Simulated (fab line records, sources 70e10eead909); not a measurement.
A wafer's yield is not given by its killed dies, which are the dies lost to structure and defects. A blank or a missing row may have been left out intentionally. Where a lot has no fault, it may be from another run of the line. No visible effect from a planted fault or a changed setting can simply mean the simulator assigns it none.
fab line records	flow nand_harc
record: lots: 12	wafers: 35	last_day: 24
route steps=1159 shown P_STI@92 P_GATE@145 END@1159
lots that met no fault: taken from a fault-free run of the same line
start_h: the number of hours between the record's first day and the start of the first shown wafer of the lot	wait_h: hours elapsed since this lot's preceding step	" the same as in the row above	L1.1+2: several wafers, shown together as one row	- either no value or no given start	* or withheld: withheld	< > ~ a bound
route shown NAME@n: a module of which the file shows steps, and the number in the route of the first	usual: mean and standard deviation over wafers with no fault	same: alike in all rows	chamber/n: place in a boat	sites: each site's reading	_std_site: the values' standard deviation	_edge_site: mean of outer sites minus mean of inner sites	radius_mm: how far each site lies from the wafer's centre	mask NAME#n: copy n	behind: the most recent tool/chamber to have shaped the wafer	hold: why the lot went on hold/how many hours it stayed there/how the hold came to an end	device: the n, p or np transistor that did not switch	end of line: the route-end tests of the same wafers	a step given without rows: its recipe and nothing more	killed: not the wafer's yield, but the dies lost to structure and defects at the first sort	map: a wafer's dies, marking killed ones x, the rest . and places with no die _
set.NAME: the setting as run; set.NAME@STEP: as run at that earlier step	model.NAME: the simulator's own value behind a step, which no gauge read
route steps across a sampled set of lots; one table per step, one row per wafer
services: a tool's chamber out of use, with start hour (start_h, from the record's first day; less than 0 if before it), hours out, and reason
== steps ==
step: NHARC_P_STI_OCD_MEAS_17
usual: trench_depth_nm: 300/5.9	trench_foot_cd_nm: 158/3.2
lot.wafer	tool	chamber	start_h	wait_h	trench_depth_nm	trench_foot_cd_nm
L355.1	ocd-02	-	32.41	0.1	296	157
L355.4	"	-	"	"	288	155
L355.5	"	-	"	"	296	159
L357.1	ocd-01	-	44.58	0.1	299	155
L357.2	"	-	"	"	306	156
L357.6	"	-	"	"	302	159
L360.1	ocd-01	-	65.84	0.1	293	163
L360.2	"	-	"	"	297	165
L360.5	"	-	"	"	293	169
L363.2	ocd-02	-	83.85	0.1	298	159
L363.5	"	-	"	"	296	160
L369.1	ocd-02	-	120.70	0.1	305	159
L369.2	"	-	"	"	297	161
L369.4	"	-	"	"	296	159
L372.2	ocd-02	-	134.50	0.1	306	157
L372.4	"	-	"	"	296	155
L372.5	"	-	"	"	305	154
L371.1	ocd-01	-	134.66	0.1	303	161
L371.3	"	-	"	"	304	159
L371.4	"	-	"	"	288	161
L373.3	ocd-01	-	143.68	0.1	297	155
L373.5	"	-	"	"	304	158
L373.6	"	-	"	"	298	154
L375.1	ocd-01	-	155.75	0.1	298	154
L375.3	"	-	"	"	297	156
L375.5	"	-	"	"	297	157
L376.2	ocd-02	-	161.52	0.1	291	159
L376.3	"	-	"	"	301	156
L376.5	"	-	"	"	302	156
L377.3	ocd-02	-	168.76	0.1	296	154
L377.4	"	-	"	"	298	158
L377.6	"	-	"	"	295	157
L378.2	ocd-02	-	174.13	0.1	289	155
L378.4	"	-	"	"	302	157
L378.5	"	-	"	"	301	152
step: NHARC_P_GATE_ETCH_104
recipe: target_depth_a: 600	time_s: withheld	cf4_flow_sccm: 100	chf3_flow_sccm: 30	ar_flow_sccm: 0	rf_w: 500	bias_w: 200	chemistry: CF4/CHF3
usual: bias_w: 200.0/0.61	drypump_motor_current_A: 5.72/0.26	oes_product_au: 0.947/0.021	rf_vpp_V: 370.7/2.2	showerhead_plenum_p_Torr: 1.58/0.063	throttle_valve_pct: 16.802/0.0092
lot.wafer	tool	chamber	start_h	wait_h	bias_w	drypump_motor_current_A	oes_product_au	rf_vpp_V	showerhead_plenum_p_Torr	throttle_valve_pct
L355.4	rie_diel-08	2	89.68	0.1	201.2	5.34	0.919	369.0	1.49	16.798
L355.1	"	3	"	"	200.2	5.95	0.919	371.8	1.55	16.810
L355.5	"	1	"	"	199.4	5.91	0.930	372.3	1.65	16.804
L357.2	rie_diel-01	1	94.99	0.3	200.2	5.83	0.941	367.3	1.50	16.806
L357.1	"	2	"	"	200.1	5.79	0.927	373.4	1.67	16.798
L357.6	"	3	"	"	200.8	6.08	0.930	370.9	1.62	16.808
L360.2	rie_diel-01	0	115.26	0.4	200.2	5.38	0.932	371.8	1.61	16.800
L360.1	"	3	"	"	200.4	6.11	0.947	372.7	1.61	16.813
L360.5	"	1	"	"	200.5	5.84	0.942	369.5	1.50	16.797
L363.2	rie_diel-11	0	135.96	0.1	200.8	5.45	0.935	373.8	1.67	16.804
L363.5	"	0	"	"	199.8	5.45	0.924	375.2	1.67	16.796
L369.1	rie_diel-01	0	171.90	0.1	199.2	5.37	0.892	372.1	1.61	16.795
L369.4	"	1	"	"	200.0	5.86	0.932	367.7	1.50	16.797
L369.2	"	2	"	"	201.0	5.81	0.936	372.4	1.67	16.800
L371.4	rie_diel-08	1	189.92	0.2	200.2	5.93	0.940	372.4	1.64	16.808
L371.3	"	2	"	"	200.2	5.34	0.932	366.5	1.49	16.804
L371.1	"	3	"	"	199.2	5.96	0.947	370.1	1.54	16.806
L372.4	rie_diel-08	1	190.26	0.3	200.9	5.89	0.925	372.4	1.64	16.799
L372.2	"	3	"	"	200.0	5.97	0.932	367.6	1.54	16.798
L372.5	"	1	"	"	200.7	5.92	0.935	373.4	1.64	16.793
L373.3	rie_diel-01	3	199.67	0.1	199.5	6.11	0.962	371.5	1.61	16.800
L373.6	"	0	"	"	199.6	5.36	0.977	372.0	1.61	16.806
L373.5	"	1	"	"	199.8	5.86	0.985	367.8	1.49	16.820
L375.3	rie_diel-08	3	204.12	0.1	198.8	5.96	0.920	369.0	1.54	16.799
L375.1	"	0	"	"	200.0	5.58	0.917	368.8	1.55	16.824
L375.5	"	0	"	"	200.8	5.59	0.924	370.2	1.55	16.798
L377.3	rie_diel-08	2	216.32	0.1	199.5	5.33	0.956	367.3	1.48	16.796
L377.4	"	1	"	"	199.8	5.91	0.968	371.2	1.64	16.784
L377.6	"	2	"	"	199.2	5.33	0.965	368.8	1.48	16.816
L376.2	rie_diel-08	1	217.02	0.2	200.1	5.92	0.931	373.1	1.64	16.800
L376.3	"	3	"	"	199.6	5.97	0.931	369.1	1.54	16.812
L376.5	"	3	"	"	199.9	5.98	0.926	370.4	1.54	16.815
L378.2	rie_diel-01	2	222.88	0.1	201.0	5.81	0.987	373.2	1.66	16.800
L378.4	"	3	"	"	199.7	6.01	0.961	371.9	1.61	16.810
L378.5	"	2	"	"	200.1	5.85	0.969	371.9	1.66	16.794
step: NHARC_P_GATE_ETCH_32
recipe: target_depth_a: 1500	over_etch_frac: 1	over_etch_ion_energy_ev: 40	time_s: 100.1	hbr_flow_sccm: 150	cl2_flow_sccm: 50	rf_w: 400	icp_w: 400	bias_w: 100	chemistry: HBr/Cl2
usual: bias_w: 100.02/0.28	drypump_motor_current_A: 5.7/0.54	he_backside_leak_sccm: 2.69/0.24	oes_product_au: 1.002/0.014	over_etch_frac: 1/0	throttle_valve_pct: 26.407/0.0098
same: time_s: 100.1
lot.wafer	tool	chamber	start_h	wait_h	bias_w	drypump_motor_current_A	he_backside_leak_sccm	oes_product_au	over_etch_frac	rf_hours_counter_h	throttle_valve_pct
L355.4	rie_si-02	3	90.08	-	100.00	5.8	2.76	1.011	1	0.4	26.408
L355.1	"	2	"	"	99.61	5.4	3.01	1.004	1	0.5	26.433
L355.5	"	3	"	"	100.12	5.9	2.87	0.996	1	-	26.405
L357.2	rie_si-02	2	95.58	-	100.07	5.5	3.04	1.006	1	0.6	26.404
L357.1	"	3	"	"	99.81	5.8	2.83	0.998	1	0.5	26.423
L357.6	"	2	"	"	100.05	5.5	2.88	1.007	1	-	26.404
L360.2	rie_si-02	2	116.05	-	100.01	5.4	2.82	1.000	1.5888	0.8	26.406
L360.1	"	0	"	"	100.08	6.5	2.70	1.020	1	0.7	26.402
L360.5	"	2	"	"	100.15	5.4	3.15	1.008	1	-	26.413
L363.2	rie_si-02	0	136.91	-	99.88	6.5	3.04	1.001	1.5888	0.9	26.405
L363.5	"	3	"	"	99.91	5.9	2.81	1.013	1	-	26.397
L369.2	rie_si-03	3	172.44	-	100.24	5.2	2.47	0.983	1	0.1	26.411
L369.1	"	0	"	"	99.88	6.5	2.46	1.010	1	0.1	26.407
L369.4	"	1	"	"	99.71	5.2	2.33	1.003	1	0.1	26.390
L371.3	rie_si-04	1	190.49	-	100.40	4.9	2.57	0.988	1	0.7	26.410
L371.1	"	2	"	"	100.63	5.3	2.39	1.000	1	0.6	26.401
L371.4	"	0	"	"	99.61	6.1	2.70	1.006	1	0.7	26.411
L372.4	rie_si-03	2	190.67	-	100.30	5.2	3.03	1.023	1	0.3	26.411
L372.2	"	3	"	"	99.89	5.2	2.42	0.983	1	0.3	26.399
L372.5	"	0	"	"	99.98	6.5	2.59	1.030	1	-	26.400
L373.3	rie_si-02	0	200.09	-	99.95	6.5	3.24	1.003	1	1.5	26.388
L373.6	"	2	"	"	99.86	5.4	3.12	1.028	1	-	26.408
L373.5	"	3	"	"	99.85	5.8	2.83	0.994	1	-	26.403
L375.3	rie_si-03	1	204.88	-	99.78	5.2	2.39	1.010	1	0.4	26.393
L375.1	"	3	"	"	99.90	5.2	2.53	1.000	1	0.4	26.396
L375.5	"	1	"	"	100.02	5.2	2.33	1.003	1	-	26.391
L377.3	rie_si-03	2	216.76	-	99.99	5.2	2.95	0.999	1	0.6	26.399
L377.4	"	3	"	"	100.68	5.2	2.28	0.996	1	0.5	26.394
L377.6	"	1	"	"	100.00	5.2	2.44	1.005	1	-	26.401
L376.2	rie_si-04	1	217.50	-	100.17	4.9	2.46	0.978	1	0.9	26.408
L376.3	"	2	"	"	99.80	5.3	2.38	0.998	1	0.8	26.423
L376.5	"	0	"	"	100.34	6.1	2.68	0.996	1	-	26.405
L378.2	rie_si-02	0	223.26	-	99.93	6.4	2.70	1.020	1	0.0	26.403
L378.4	"	2	"	"	99.67	5.4	2.94	0.995	1	0.0	26.419
L378.5	"	0	"	"	100.10	6.4	2.85	1.019	1	-	26.400
step: NHARC_P_GATE_STRIP_108
recipe: o2_flow_sccm: 500	ar_flow_sccm: 0	bias_w: 0	chemistry: O2
usual: drypump_motor_current_A: 5.75/0.25	oes_product_au: 1.001/0.011	rf_vpp_V: 57.9/0.84	showerhead_plenum_p_Torr: 3.55/0.14	throttle_valve_pct: 17.036/0.0093
same: bias_w: 0
lot.wafer	tool	chamber	start_h	wait_h	drypump_motor_current_A	oes_product_au	rf_hours_counter_h	rf_vpp_V	showerhead_plenum_p_Torr	throttle_valve_pct
L355.1	rie_diel-01	0	90.27	-	5.38	1.017	47	59.1	3.62	17.035
L355.4	"	1	"	"	5.87	1.020	49	58.2	3.37	17.023
L355.5	"	2	"	"	5.80	1.008	-	57.5	3.75	17.039
L357.1	rie_diel-01	3	95.76	-	6.08	1.010	36	58.9	3.62	17.026
L357.2	"	0	"	"	5.37	1.018	47	58.7	3.62	17.039
L357.6	"	2	"	"	5.82	0.993	-	59.3	3.74	17.018
L360.2	rie_diel-08	0	116.21	-	5.59	1.008	26	59.3	3.48	17.033
L360.1	"	1	"	"	5.93	1.008	27	58.6	3.69	17.044
L360.5	"	0	"	"	5.59	1.013	-	58.1	3.49	17.040
L363.2	rie_diel-08	1	137.05	-	5.92	1.004	1	58.7	3.69	17.026
L363.5	"	1	"	"	5.93	1.011	-	56.9	3.69	17.036
L369.2	rie_diel-01	2	172.59	-	5.80	1.011	8	60.0	3.73	17.016
L369.1	"	0	"	"	5.39	0.973	7	57.9	3.61	17.049
L369.4	"	1	"	"	5.87	1.010	7	58.7	3.35	17.034
L371.1	rie_diel-08	1	190.66	-	5.93	1.011	11	58.3	3.68	17.037
L371.3	"	2	"	"	5.37	1.001	11	57.9	3.33	17.024
L371.4	"	0	"	"	5.59	0.989	9	56.5	3.48	17.049
L372.4	rie_diel-08	1	190.83	-	5.93	1.004	11	58.4	3.68	17.024
L372.2	"	2	"	"	5.37	0.999	11	57.5	3.33	17.029
L372.5	"	3	"	"	5.96	1.003	-	58.9	3.46	17.030
L373.3	rie_diel-08	3	200.23	-	5.99	1.018	13	56.6	3.46	17.034
L373.6	"	2	"	"	5.37	0.998	-	59.4	3.33	17.046
L373.5	"	3	"	"	5.99	1.001	-	57.3	3.46	17.042
L375.1	rie_diel-08	1	205.06	-	5.92	1.003	16	58.2	3.68	17.030
L375.3	"	3	"	"	6.02	1.017	14	58.2	3.46	17.034
L375.5	"	0	"	"	5.59	0.984	-	57.6	3.48	17.023
L377.4	rie_diel-01	3	216.91	-	6.07	1.008	27	57.9	3.60	17.031
L377.3	"	0	"	"	5.39	1.008	24	57.8	3.60	17.028
L377.6	"	0	"	"	5.40	0.997	-	58.0	3.60	17.033
L376.3	rie_diel-01	3	217.65	-	6.09	1.002	27	58.0	3.60	17.020
L376.2	"	1	"	"	5.86	0.998	23	57.7	3.35	17.040
L376.5	"	2	"	"	5.82	1.000	-	57.5	3.72	17.033
L378.2	rie_diel-08	0	223.44	-	5.57	1.005	15	57.7	3.48	17.033
L378.4	"	2	"	"	5.36	1.003	19	56.4	3.33	17.026
L378.5	"	3	"	"	6.00	1.002	-	57.5	3.46	17.042
step: NHARC_END_SORT_01
recipe: temp_c: 25
usual: killed_at_array: 27/9.9	killed_at_other: 0.5/0.76	killed_at_periphery: 3.4/2.2	killed_dies: 31/10	killed_open: 3.3/2	killed_short: 2.0/1.5
same: gross_dies: 677
lot.wafer	tool	chamber	start_h	wait_h	killed_at_array	killed_at_other	killed_at_periphery	killed_dies	killed_open	killed_short
L357.1	prober-02	0	446.12	2.6	27	0	4	31	4	5
L357.2	prober-02	0	446.92	2.8	18	1	8	27	3	4
L357.6	prober-02	0	450.11	4.0	16	1	6	23	5	1
L355.1	prober-01	0	459.39	2.5	21	0	2	23	3	1
L355.4	prober-01	0	461.80	3.4	19	0	3	22	4	1
L355.5	prober-01	0	462.60	3.7	19	2	2	23	2	2
L363.2	prober-01	0	484.71	2.8	11	2	2	15	5	0
L363.5	prober-01	0	487.16	3.8	12	0	8	20	4	4
L360.1	prober-02	0	491.69	2.5	22	1	3	26	6	2
L360.2	prober-02	0	492.50	2.8	21	1	3	25	5	1
L360.5	prober-02	0	494.92	3.7	22	0	2	24	1	3
L369.1	prober-02	0	517.54	2.5	30	0	1	31	1	1
L369.2	prober-02	0	518.34	2.8	36	1	1	38	2	3
L369.4	prober-02	0	519.94	3.4	32	0	2	34	2	3
L371.1	prober-01	0	531.27	2.5	28	0	3	31	0	1
L371.3	prober-01	0	532.89	3.1	25	1	3	29	0	0
L371.4	prober-01	0	533.70	3.4	34	0	2	36	3	2
L372.2	prober-01	0	542.27	2.8	33	0	2	35	3	2
L372.4	prober-01	0	543.87	3.4	25	0	0	25	1	1
L372.5	prober-01	0	544.67	3.7	35	0	1	36	3	0
L373.3	prober-02	0	543.03	3.1	17	2	2	21	5	1
L373.5	prober-02	0	544.61	3.7	10	1	2	13	5	1
L373.6	prober-02	0	545.40	3.9	14	0	1	15	1	2
L375.1	prober-01	0	550.27	2.5	15	1	6	22	5	1
L375.3	prober-01	0	551.88	3.1	16	0	2	18	3	1
L375.5	prober-01	0	553.49	3.7	14	2	6	22	7	1
L378.2	prober-01	0	558.84	2.8	32	0	8	40	2	5
L378.4	prober-01	0	560.41	3.3	42	0	3	45	5	1
L378.5	prober-01	0	561.19	3.6	46	1	3	50	7	2
L377.3	prober-02	0	559.67	3.1	30	0	3	33	3	2
L377.4	prober-02	0	560.48	3.4	41	0	3	44	6	3
L377.6	prober-02	0	562.10	4.1	37	0	2	39	1	0
L376.2	prober-01	0	566.52	2.8	16	0	11	27	5	1
L376.3	prober-01	0	567.31	3.1	17	0	5	22	3	2
L376.5	prober-01	0	568.90	3.7	29	0	9	38	2	3
killed by level:class
L357.1 A_CHANNEL_HOLE_D1:chamber_film_flake=8 A_STAIRCASE:chamber_film_flake=3 A_CONTACT:chamber_film_flake=3 A_CONTACT:geometric_particle:short=2 P_M2:chamber_film_flake=2 A_SLIT:chamber_film_flake=2 A_WL_FILL:chamber_film_flake=2 P_GATE:geometric_particle:short=1
L357.2 A_CHANNEL_HOLE_D1:chamber_film_flake=8 P_GATE:chamber_film_flake=3 P_M2:chamber_film_flake=3 A_CHANNEL_FILL_D1:geometric_particle:open=2 A_WL_FILL:geometric_particle:short=2 A_CONTACT:chamber_film_flake=2 A_CONTACT:geometric_particle:open=1 A_M0:geometric_particle:short=1
L357.6 A_WL_FILL:chamber_film_flake=6 A_CHANNEL_HOLE_D1:chamber_film_flake=4 A_STAIRCASE:chamber_film_flake=2 P_GATE:geometric_particle:open=1 P_M0:geometric_particle:short=1 P_M1:geometric_particle:open=1 A_SGD_CUT:geometric_particle:open=1 A_M0:geometric_particle:open=1
L355.1 A_CHANNEL_HOLE_D1:chamber_film_flake=16 P_M0:geometric_particle:open=2 A_STAIRCASE:chamber_film_flake=2 A_CHANNEL_FILL_D1:geometric_particle:short=1 A_SLIT:geometric_particle:open=1 A_SGD_CUT:chamber_film_flake=1
L355.4 A_CHANNEL_HOLE_D1:chamber_film_flake=11 A_STAIRCASE:chamber_film_flake=3 P_GATE:geometric_particle:open=1 P_M0:geometric_particle:open=1 A_CHANNEL_HOLE_D1:geometric_particle:short=1 A_SGD_CUT:geometric_particle:open=1 A_M0:geometric_particle:open=1 P_ZERO_WELL:chamber_film_flake=1
L355.5 A_CHANNEL_HOLE_D1:chamber_film_flake=13 A_ONON_D1:geometric_particle:short=2 THIN_TSV:chamber_film_flake=2 P_CONTACT:geometric_particle:open=1 A_CONTACT:geometric_particle:open=1 P_ZERO_WELL:chamber_film_flake=1 A_SLIT:chamber_film_flake=1 A_CHANNEL_FILL_D1:chamber_film_flake=1
L363.2 A_CHANNEL_HOLE_D1:chamber_film_flake=5 A_STAIRCASE:chamber_film_flake=2 THIN_TSV:chamber_film_flake=2 P_CONTACT:geometric_particle:open=1 P_M0:geometric_particle:open=1 A_SOURCE_PLATE:geometric_particle:open=1 A_ONON_D1:geometric_particle:open=1 A_CONTACT:geometric_particle:open=1
L363.5 P_M1:chamber_film_flake=6 A_CHANNEL_HOLE_D1:chamber_film_flake=3 P_CONTACT:geometric_particle:open=1 A_SOURCE_PLATE:geometric_particle:short=1 A_ONON_D1:geometric_particle:open=1 A_SGD_CUT:geometric_particle:open=1 A_SGD_CUT:geometric_particle:short=1 A_CONTACT:geometric_particle:short=1
L360.1 A_SLIT:chamber_film_flake=5 A_CHANNEL_HOLE_D1:chamber_film_flake=4 A_STAIRCASE:chamber_film_flake=3 A_WL_FILL:geometric_particle:open=2 P_GATE:chamber_film_flake=2 A_CONTACT:chamber_film_flake=2 A_CHANNEL_FILL_D1:geometric_particle:short=1 A_CHANNEL_FILL_D1:geometric_particle:open=1
L360.2 A_SLIT:chamber_film_flake=9 A_CHANNEL_FILL_D1:geometric_particle:open=3 A_CHANNEL_HOLE_D1:chamber_film_flake=3 P_ZERO_WELL:chamber_film_flake=2 A_STAIRCASE:chamber_film_flake=2 A_CHANNEL_FILL_D1:geometric_particle:short=1 A_WL_FILL:geometric_particle:open=1 A_CONTACT:geometric_particle:open=1
L360.5 A_SLIT:chamber_film_flake=13 A_CHANNEL_HOLE_D1:chamber_film_flake=3 P_ZERO_WELL:geometric_particle:short=1 A_CHANNEL_FILL_D1:geometric_particle:open=1 A_SGD_CUT:geometric_particle:short=1 A_WL_FILL:geometric_particle:short=1 P_ZERO_WELL:chamber_film_flake=1 A_CHANNEL_FILL_D1:chamber_film_flake=1
L369.1 A_CHANNEL_HOLE_D1:chamber_film_flake=21 A_STAIRCASE:chamber_film_flake=3 A_CONTACT:chamber_film_flake=3 A_SGD_CUT:geometric_particle:short=1 A_SGD_CUT:geometric_particle:open=1 P_GATE:chamber_film_flake=1 A_WL_FILL:chamber_film_flake=1
L369.2 A_CHANNEL_HOLE_D1:chamber_film_flake=24 A_CONTACT:chamber_film_flake=5 A_CONTACT:geometric_particle:open=2 A_SGD_CUT:geometric_particle:short=1 A_CONTACT:geometric_particle:short=1 P_BONDPAD:chamber_film_flake=1 STARTING-WAFER:geometric_particle:short=1 A_CHANNEL_FILL_D1:chamber_film_flake=1
L369.4 A_CHANNEL_HOLE_D1:chamber_film_flake=22 A_WL_FILL:geometric_particle:short=2 A_CONTACT:chamber_film_flake=2 A_SOURCE_PLATE:geometric_particle:open=1 A_CONTACT:geometric_particle:short=1 A_M1:geometric_particle:open=1 P_ZERO_WELL:chamber_film_flake=1 P_GATE:chamber_film_flake=1
L371.1 A_CHANNEL_HOLE_D1:chamber_film_flake=22 A_CONTACT:chamber_film_flake=3 P_BONDPAD:chamber_film_flake=2 A_WL_FILL:geometric_particle:short=1 P_STI:chamber_film_flake=1 A_STAIRCASE:chamber_film_flake=1 A_SLIT:chamber_film_flake=1
L371.3 A_CHANNEL_HOLE_D1:chamber_film_flake=22 P_BONDPAD:chamber_film_flake=2 A_CONTACT:chamber_film_flake=2 P_M0:chamber_film_flake=1 A_WL_FILL:chamber_film_flake=1 THIN_TSV:chamber_film_flake=1
L371.4 A_CHANNEL_HOLE_D1:chamber_film_flake=20 A_CONTACT:chamber_film_flake=5 A_STAIRCASE:chamber_film_flake=4 A_CONTACT:geometric_particle:open=2 A_ONON_D1:geometric_particle:short=1 A_M1:geometric_particle:short=1 A_M1:geometric_particle:open=1 P_ZERO_WELL:chamber_film_flake=1
L372.2 A_CHANNEL_HOLE_D1:chamber_film_flake=24 A_STAIRCASE:chamber_film_flake=3 P_GATE:geometric_particle:open=1 A_CHANNEL_FILL_D1:geometric_particle:short=1 A_WL_FILL:geometric_particle:short=1 A_WL_FILL:geometric_particle:open=1 A_CONTACT:geometric_particle:open=1 P_GATE:chamber_film_flake=1
L373.3 A_CHANNEL_HOLE_D1:chamber_film_flake=8 A_CONTACT:chamber_film_flake=3 P_M0:geometric_particle:open=2 A_STAIRCASE:chamber_film_flake=2 A_SGD_CUT:geometric_particle:short=1 A_WL_FILL:geometric_particle:open=1 A_CONTACT:geometric_particle:open=1 STARTING-WAFER:geometric_particle:open=1
L372.4 A_CHANNEL_HOLE_D1:chamber_film_flake=19 A_STAIRCASE:chamber_film_flake=2 A_CHANNEL_FILL_D1:geometric_particle:open=1 A_WL_FILL:geometric_particle:short=1 A_SGD_CUT:chamber_film_flake=1 A_SLIT:chamber_film_flake=1
L373.5 A_CHANNEL_FILL_D1:geometric_particle:open=2 A_ZERO_WELL:chamber_film_flake=2 A_CHANNEL_HOLE_D1:chamber_film_flake=2 P_GATE:geometric_particle:open=1 P_M0:geometric_particle:open=1 A_CONTACT:geometric_particle:open=1 STARTING-WAFER:geometric_particle:short=1 A_STAIRCASE:chamber_film_flake=1
L372.5 A_CHANNEL_HOLE_D1:chamber_film_flake=23 A_CONTACT:chamber_film_flake=4 A_STAIRCASE:chamber_film_flake=3 A_CHANNEL_HOLE_D1:geometric_particle:open=1 A_SGD_CUT:geometric_particle:open=1 A_CONTACT:geometric_particle:open=1 P_ZERO_WELL:chamber_film_flake=1 A_ZERO_WELL:chamber_film_flake=1
L373.6 A_CHANNEL_HOLE_D1:chamber_film_flake=9 A_CONTACT:chamber_film_flake=2 P_GATE:geometric_particle:short=1 A_BLC:geometric_particle:short=1 A_M1:geometric_particle:open=1 A_SGD_CUT:chamber_film_flake=1
L375.1 A_CHANNEL_HOLE_D1:chamber_film_flake=6 P_M0:geometric_particle:open=2 A_STAIRCASE:chamber_film_flake=2 A_CONTACT:chamber_film_flake=2 A_M1:chamber_film_flake=2 P_GATE:geometric_particle:short=1 P_GATE:geometric_particle:open=1 A_ONON_D1:geometric_particle:open=1
L375.3 A_CHANNEL_HOLE_D1:chamber_film_flake=7 A_M1:chamber_film_flake=3 P_CONTACT:geometric_particle:short=1 A_SOURCE_PLATE:geometric_particle:open=1 A_ONON_D1:geometric_particle:open=1 A_M1:geometric_particle:open=1 P_BONDPAD:chamber_film_flake=1 A_STAIRCASE:chamber_film_flake=1
L375.5 A_CHANNEL_HOLE_D1:chamber_film_flake=6 A_CONTACT:chamber_film_flake=4 P_CONTACT:geometric_particle:open=3 THIN_TSV:chamber_film_flake=2 P_STI:geometric_particle:open=1 P_CONTACT:geometric_particle:short=1 P_M0:geometric_particle:open=1 A_CHANNEL_HOLE_D1:geometric_particle:open=1
L378.2 A_SLIT:chamber_film_flake=15 A_CHANNEL_HOLE_D1:chamber_film_flake=8 P_GATE:chamber_film_flake=5 A_CONTACT:chamber_film_flake=3 A_WL_FILL:geometric_particle:short=2 P_M0:geometric_particle:short=1 P_M1:geometric_particle:open=1 A_ONON_D1:geometric_particle:short=1
L377.3 A_SLIT:chamber_film_flake=22 A_CHANNEL_HOLE_D1:chamber_film_flake=2 A_M1:chamber_film_flake=2 P_STI:geometric_particle:open=1 P_CONTACT:geometric_particle:open=1 A_ONON_D1:geometric_particle:open=1 A_CHANNEL_FILL_D1:geometric_particle:short=1 A_M0:geometric_particle:short=1
L378.4 A_SLIT:chamber_film_flake=17 A_CHANNEL_HOLE_D1:chamber_film_flake=9 A_STAIRCASE:chamber_film_flake=5 A_CONTACT:chamber_film_flake=4 A_ZERO_WELL:chamber_film_flake=2 P_GATE:geometric_particle:open=1 A_ONON_D1:geometric_particle:open=1 A_CHANNEL_FILL_D1:geometric_particle:short=1
L377.4 A_SLIT:chamber_film_flake=16 A_CHANNEL_HOLE_D1:chamber_film_flake=8 A_CONTACT:chamber_film_flake=7 A_CHANNEL_FILL_D1:geometric_particle:open=3 A_M0:geometric_particle:short=2 P_M2:chamber_film_flake=2 P_CONTACT:geometric_particle:open=1 A_ONON_D1:geometric_particle:open=1
L378.5 A_SLIT:chamber_film_flake=19 A_CHANNEL_HOLE_D1:chamber_film_flake=7 A_STAIRCASE:chamber_film_flake=6 A_CONTACT:chamber_film_flake=5 A_CONTACT:geometric_particle:open=2 P_CONTACT:geometric_particle:open=1 A_ONON_D1:geometric_particle:short=1 A_SGD_CUT:geometric_particle:open=1
L377.6 A_SLIT:chamber_film_flake=18 A_CHANNEL_HOLE_D1:chamber_film_flake=8 A_CONTACT:chamber_film_flake=7 P_M2:chamber_film_flake=2 A_WL_FILL:geometric_particle:open=1 A_ZERO_WELL:chamber_film_flake=1 A_STAIRCASE:chamber_film_flake=1 A_WL_FILL:chamber_film_flake=1
L376.2 A_CHANNEL_HOLE_D1:chamber_film_flake=7 P_CONTACT:chamber_film_flake=6 A_STAIRCASE:chamber_film_flake=3 P_M2:chamber_film_flake=2 A_CONTACT:chamber_film_flake=2 P_M0:geometric_particle:open=1 P_M1:geometric_particle:open=1 P_M1:geometric_particle:short=1
L376.3 A_CONTACT:chamber_film_flake=5 P_CONTACT:chamber_film_flake=4 A_CHANNEL_HOLE_D1:chamber_film_flake=4 A_SOURCE_PLATE:geometric_particle:open=1 A_ONON_D1:geometric_particle:open=1 A_SGD_CUT:geometric_particle:open=1 A_CONTACT:geometric_particle:short=1 A_BLC:geometric_particle:short=1
L376.5 A_CHANNEL_HOLE_D1:chamber_film_flake=11 A_CONTACT:chamber_film_flake=9 P_CONTACT:chamber_film_flake=6 A_STAIRCASE:chamber_film_flake=4 A_WL_FILL:geometric_particle:short=2 P_CONTACT:geometric_particle:open=1 P_CONTACT:geometric_particle:short=1 A_CHANNEL_FILL_D1:geometric_particle:open=1
== services ==
tool	chamber	start_h	hours	kind
rie_diel-01	3	72.10	7.7	repair
rie_diel-08	0	79.37	-	clean
rie_diel-08	1	79.37	-	clean
rie_diel-08	2	79.37	-	clean
rie_diel-08	3	79.37	-	clean
rie_diel-01	0	91.39	3.6	repair
rie_si-04	-	99.00	9.0	pm
rie_diel-08	0	103.87	-	clean
rie_diel-08	1	103.87	-	clean
rie_diel-08	2	103.87	-	clean
rie_diel-08	3	103.87	-	clean
rie_diel-01	-	104.52	1.6	repair
rie_si-02	2	110.12	4.0	repair
rie_diel-08	-	124.80	9.0	pm
rie_diel-08	0	124.80	9.0	vent_cycle
rie_diel-08	1	124.80	9.0	vent_cycle
rie_diel-08	2	124.80	9.0	vent_cycle
rie_diel-01	-	137.88	9.0	pm
rie_si-03	-	155.00	9.0	pm
rie_diel-08	-	182.51	0.4	repair
rie_diel-11	0	188.45	2.9	repair
rie_diel-11	-	189.50	9.0	pm
rie_si-02	-	211.00	9.0	pm
rie_diel-08	0	211.62	11.0	repair
== key ==
first_sign: step: NHARC_P_GATE_ETCH_32	reading: over_etch_frac	direction: up	sigmas: 99+	usual: 1	struck: 1.5888
effect none on later readings
met_at NHARC_P_GATE_ETCH_32
struck_lots L360,L363
struck_wafers L360.2,L363.2
tester_left_out L360,L363
not_acting_at NHARC_P_STI_OCD_MEAS_17,NHARC_P_GATE_ETCH_104,NHARC_P_GATE_STRIP_108
onset_between 95.58 116.05
fault: kind: process_parameter_drift	tool: rie_si-02	chamber: -	onset_h: 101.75	steps: NHARC_P_GATE_ETCH_32	channel: over_etch_frac	offset: 0.58882	shape: step	end_h: 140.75	scope: struck_wafers_only	stated: 1
tester_left_out: of these lots the tester's yield and bins aren't shown, on N5 and GAA mostly nor the transistor test; their killed dies are dies lost to structure and defects alone, not to doping, threshold or leakage, so they don't give the yield
